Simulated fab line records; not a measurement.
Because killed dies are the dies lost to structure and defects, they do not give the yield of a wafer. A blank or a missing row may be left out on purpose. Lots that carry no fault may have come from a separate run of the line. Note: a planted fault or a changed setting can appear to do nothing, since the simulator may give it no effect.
8D (eight disciplines) problem report, filled in by code | flow n5 finfet | the parts of the form that need people (team, actions taken, sign-off) are left out

== 1. WHAT IS WRONG ==
spin speed rpm at N5_BEOL_M0_SAQP_COAT_72 reads a mean of 1321.4 rpm on 6 wafers of 2 lots; wafers without a fault read 1500.2 rpm with a standard deviation of 0.99. That is -99 or more standard deviations from the usual mean.
The step: time 60 s, resist thk 15 nm.
The first sign was on wafer L192.1 at day 8 20:02, on litho track-03. The record holds 12 wafers of 4 lots with a number at this step. The rule behind "out" and "out of limits": a value lying over 4 standard deviations away from the usual mean. The other wafers with a number count as sound.

== 2. WHAT IT IS AND WHAT IT IS NOT ==
question                    | is                     | is not
which readings at this step | spin speed rpm         | heater power total W
which lots                  | L192, L194             | L191, L201
which wafers of those lots  | all that have a number | -
read on which tools         | litho track-03         | litho track-04
when                        | from day 8 20:02       | up to then (3 sound wafers); but 3 sound wafers of L201 came after

== 3. SUSPECTS, AND WHAT RULES EACH OUT ==
Counting: a tool at any process step up to the reading remains a suspect when it ran all the lots that are out and ran no sound lot after the first of those.
- litho track-03 at N5_BEOL_M0_SAQP_COAT_72 (time 60 s, resist thk 15 nm): kept. It processed each lot that is out, first L192 at day 8 20:02, and no sound lot thereafter; up to then, the last sound lot it processed was L191 at day 8 14:27. Out on those wafers are its own readings of spin speed rpm.
After counting, what remains is litho track-03 at N5_BEOL_M0_SAQP_COAT_72.

== 4. THE CAUSE (what the simulator had put in) ==
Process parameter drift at N5_BEOL_M0_SAQP_COAT_72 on litho track-03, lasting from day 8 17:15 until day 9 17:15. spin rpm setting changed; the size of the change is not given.
Counting left only this tool.

== 5. THE CHAIN OF EFFECTS, in route order ==
Rows list readings where the struck wafers' mean (over those with a number) sits beyond 3 standard deviations from the usual. Scope: only readings with a usual standard deviation given in the record; hours: median across lots of the time from each lot's start at the first step in this table that gives one to its start at this step; sigmas: change in usual standard deviations.
hours | step                    | reading        | usual      | on struck wafers | change | sigmas
0     | N5_BEOL_M0_SAQP_COAT_72 | spin speed rpm | 1500.2 rpm | 1321.4           | -178.8 | -99 or more
Process steps it contains:
- N5_BEOL_M0_SAQP_COAT_72: time 60 s, resist thk 15 nm.
Later measuring or inspecting steps at which every struck wafer that the step has a row for has a number for every such reading, and none has moved that far: N5_BEOL_M4_RC_MEAS_101.

== 6. HOW IT WOULD HAVE BEEN CAUGHT EARLIER ==
In this record the first reading out of limits was taken at day 8 20:02, 3 hours after the fault began at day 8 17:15.
